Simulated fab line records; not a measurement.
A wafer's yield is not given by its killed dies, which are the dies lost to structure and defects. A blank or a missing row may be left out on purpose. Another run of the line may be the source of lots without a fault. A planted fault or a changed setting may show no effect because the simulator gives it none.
Which tool did it? || flow n5_finfet || 11 lots with 33 wafers sampled at 2 steps, on a route of 1938 steps

WHAT THE GAUGES SHOWED, per wafer
N5_BEOL_M9_THK_MEAS_01.
{"lot": "L239", "measured": "day 9 18:39", "on": "film_metro-02", "M9_ILD_THK (nm)": "263 262 265"}
{"lot": "L241", "measured": "day 10 00:20", "on": "film_metro-01", "M9_ILD_THK (nm)": "265 266 275"}
{"lot": "L244", "measured": "day 10 14:00", "on": "film_metro-02", "M9_ILD_THK (nm)": "267 267 269"}
{"lot": "L247", "measured": "day 11 11:25", "on": "film_metro-02", "M9_ILD_THK (nm)": "269 271 272"}
{"lot": "L248", "measured": "day 11 23:42", "on": "film_metro-01", "M9_ILD_THK (nm)": "263 267 269"}
{"lot": "L250", "measured": "day 12 11:57", "on": "film_metro-02", "M9_ILD_THK (nm)": "267 272 272"}
{"lot": "L253", "measured": "day 12 19:07", "on": "film_metro-01", "M9_ILD_THK (nm)": "263 266 268"}
{"lot": "L252", "measured": "day 12 22:05", "on": "film_metro-01", "M9_ILD_THK (nm)": "265 268 271"}
{"lot": "L254", "measured": "day 13 05:28", "on": "film_metro-01", "M9_ILD_THK (nm)": "267 265 272"}
{"lot": "L262", "measured": "day 15 09:19", "on": "film_metro-02", "M9_ILD_THK (nm)": "269 267 267"}
{"lot": "L260", "measured": "day 15 10:00", "on": "film_metro-02", "M9_ILD_THK (nm)": "267 269 268"}

WHICH TOOL RAN EACH LOT (tool, then ch and the chambers of the sampled wafers, then the start)
{"lot": "L239", "N5_BEOL_M9_CURE_71": "uv_cure-03 ch 2, day 9 18:08"}
{"lot": "L241", "N5_BEOL_M9_CURE_71": "uv_cure-02 ch 0, day 9 23:21"}
{"lot": "L244", "N5_BEOL_M9_CURE_71": "uv_cure-01 ch 1, day 10 13:29"}
{"lot": "L247", "N5_BEOL_M9_CURE_71": "uv_cure-02 ch 2, day 11 10:34"}
{"lot": "L248", "N5_BEOL_M9_CURE_71": "uv_cure-02 ch 2, day 11 23:11"}
{"lot": "L250", "N5_BEOL_M9_CURE_71": "uv_cure-03 ch 1, day 12 11:36"}
{"lot": "L253", "N5_BEOL_M9_CURE_71": "uv_cure-02 ch 2, day 12 18:35"}
{"lot": "L252", "N5_BEOL_M9_CURE_71": "uv_cure-02 ch 1, day 12 21:25"}
{"lot": "L254", "N5_BEOL_M9_CURE_71": "uv_cure-03 ch 2, day 13 04:58"}
{"lot": "L262", "N5_BEOL_M9_CURE_71": "uv_cure-01 ch 1, day 15 08:57"}
{"lot": "L260", "N5_BEOL_M9_CURE_71": "uv_cure-02 ch 2, day 15 09:01"}
- N5_BEOL_M9_CURE_71: cures SiCOH lowk, time 240 s.

THE ANSWER, worked out from the rows above alone
Rule: usual is defined by the lots themselves. The widest of any qualifying gaps counts: lots, ordered by their means at a reading, are off when they make up no more than a third of the lots, leave a main group of 4 or more, and stand apart from it by 3 or more times the standard deviation of that group's means. The tables above print the reading to a certain number of digits; a main group whose means all agree to those digits is not used. A lot without any number at a reading at which 4 lots or more have one is off too. Where the step has rows for the other lots, those lots are counted as sound.
No lot is off at any reading shown: from this, nothing can be told.

WHAT WAS PUT IN BY THE SIMULATOR
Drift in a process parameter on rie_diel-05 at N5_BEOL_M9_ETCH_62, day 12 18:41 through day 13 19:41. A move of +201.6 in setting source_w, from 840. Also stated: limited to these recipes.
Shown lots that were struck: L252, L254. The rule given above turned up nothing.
